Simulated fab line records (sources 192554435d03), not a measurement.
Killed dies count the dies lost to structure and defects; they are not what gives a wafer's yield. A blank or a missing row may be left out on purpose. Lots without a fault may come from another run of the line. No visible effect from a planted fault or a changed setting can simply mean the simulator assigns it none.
Which of the tools did it?    flow n5-finfet    9 lots, 27 wafers sampled, at 1 step of a route of 1938

WHAT THE GAUGES SHOWED, per wafer
N5_BEOL_M4_RC_MEAS_101. Usual: DIBL_N 36.3 mV/V, standard deviation 1; DIBL_P 36.2 mV/V, standard deviation 1.4; IOFF_N 0.157 nA/um, standard deviation 0.021; IOFF_P 0.206 nA/um, standard deviation 0.025; ION_N 673 uA/um, standard deviation 9; ION_P 461 uA/um, standard deviation 6.4; SS_N 71.5 mV/dec, standard deviation 0.5; SS_P 73.2 mV/dec, standard deviation 0.47; VT_N 249.9 mV, standard deviation 2.4; VT_P -250.6 mV, standard deviation 2.9.
lot   measured      on         DIBL_N (mV/V)   DIBL_P (mV/V)   IOFF_N (nA/um)     IOFF_P (nA/um)     ION_N (uA/um)  ION_P (uA/um)  SS_N (mV/dec)   SS_P (mV/dec)   VT_N (mV)          VT_P (mV)             flag
L925  day 8 00:16   prober-01  35.0 35.3 35.6  35.5 34.7 35.7  0.131 0.128 0.131  0.174 0.170 0.179  674 664 665    456 452 456    71.2 71.7 70.8  72.7 73.0 72.5  252.7 252.4 254.0  -254.4 -255.1 -254.1  
L927  day 8 10:10   prober-02  36.3 35.5 37.9  36.9 36.1 38.2  0.150 0.134 0.171  0.209 0.194 0.225  659 657 669    457 452 461    71.7 71.6 72.7  72.9 73.6 74.3  252.3 255.2 250.0  -251.1 -251.2 -252.0  
L930  day 9 07:38   prober-02  36.7 35.1 35.3  37.4 36.1 36.2  0.170 0.145 0.144  0.224 0.196 0.196  669 665 661    464 456 458    72.4 71.5 70.9  73.5 73.2 73.4  247.3 251.9 251.8  -249.1 -252.0 -252.4  
L929  day 9 11:14   prober-01  35.1 36.8 36.6  35.5 37.4 37.1  0.132 0.159 0.158  0.191 0.221 0.216  675 679 679    465 471 464    70.5 71.0 71.9  72.7 73.3 72.9  252.1 246.7 248.5  -252.4 -248.8 -251.5  
L934  day 9 19:16   prober-02  35.4 36.5 36.2  35.4 36.8 35.5  0.140 0.175 0.159  0.180 0.203 0.186  663 685 661    451 465 450    70.8 72.0 71.9  73.5 73.5 73.4  252.7 246.5 250.9  -250.7 -250.9 -254.0  
L938  day 11 07:20  prober-01  35.0 35.3 36.3  34.8 35.0 36.4  0.146 0.152 0.173  0.197 0.201 0.220  674 661 677    465 454 459    71.1 71.4 71.4  72.9 73.1 72.9  250.0 254.8 247.7  -252.0 -248.4 -250.4  
L941  day 11 15:38  prober-01  36.5 38.0 36.4  35.7 37.5 35.4  0.142 0.169 0.138  0.199 0.228 0.196  665 666 658    454 463 456    71.3 71.4 71.1  73.1 73.5 73.1  250.0 249.7 250.6  -250.1 -248.1 -253.0  
L944  day 12 17:07  prober-02  37.5 35.4 35.9  35.7 34.3 34.6  0.148 0.120 0.132  0.179 0.157 0.162  665 667 660    448 455 455    71.8 70.2 72.1  73.4 72.9 72.3  251.7 252.6 252.5  -255.2 -255.0 -255.7  
L947  day 13 13:49  prober-02  37.8 35.6 33.4  38.4 35.6 32.3  0.180 0.145 0.106  0.230 0.187 0.148  674 664 663    462 457 455    71.7 72.1 70.7  74.2 72.9 72.3  248.4 251.5 255.4  -251.4 -251.2 -255.0  

EACH LOT AND THE TOOL THAT RAN IT (in order: tool; ch and the chambers of the sampled wafers; start)
Record: no process step prior to these readings.

WHAT THE TOOLS THEMSELVES READ (means of the sampled wafers that have a number; where no wafer has one, the mark that the record gives instead)
The record holds no such reading with a usual standard deviation.

THE ANSWER, worked out from the rows above alone
Rule: take the mean of a lot's wafers that have a number; if it is more than 3 standard deviations from the usual mean, the lot is off. Also off: a lot with no number at a reading for which 4 or more lots have one. Where the step has rows for the other lots, those lots are counted as sound. First the gauges in route order, then the tools' own readings, where a lot's mean is used as printed above. The first step at which some lot is off is used, and at that step the reading that is off furthest; a lot without a number counts as furthest.
No lot is off at any reading shown: from this, nothing can be told.

WHAT WAS PUT IN BY THE SIMULATOR
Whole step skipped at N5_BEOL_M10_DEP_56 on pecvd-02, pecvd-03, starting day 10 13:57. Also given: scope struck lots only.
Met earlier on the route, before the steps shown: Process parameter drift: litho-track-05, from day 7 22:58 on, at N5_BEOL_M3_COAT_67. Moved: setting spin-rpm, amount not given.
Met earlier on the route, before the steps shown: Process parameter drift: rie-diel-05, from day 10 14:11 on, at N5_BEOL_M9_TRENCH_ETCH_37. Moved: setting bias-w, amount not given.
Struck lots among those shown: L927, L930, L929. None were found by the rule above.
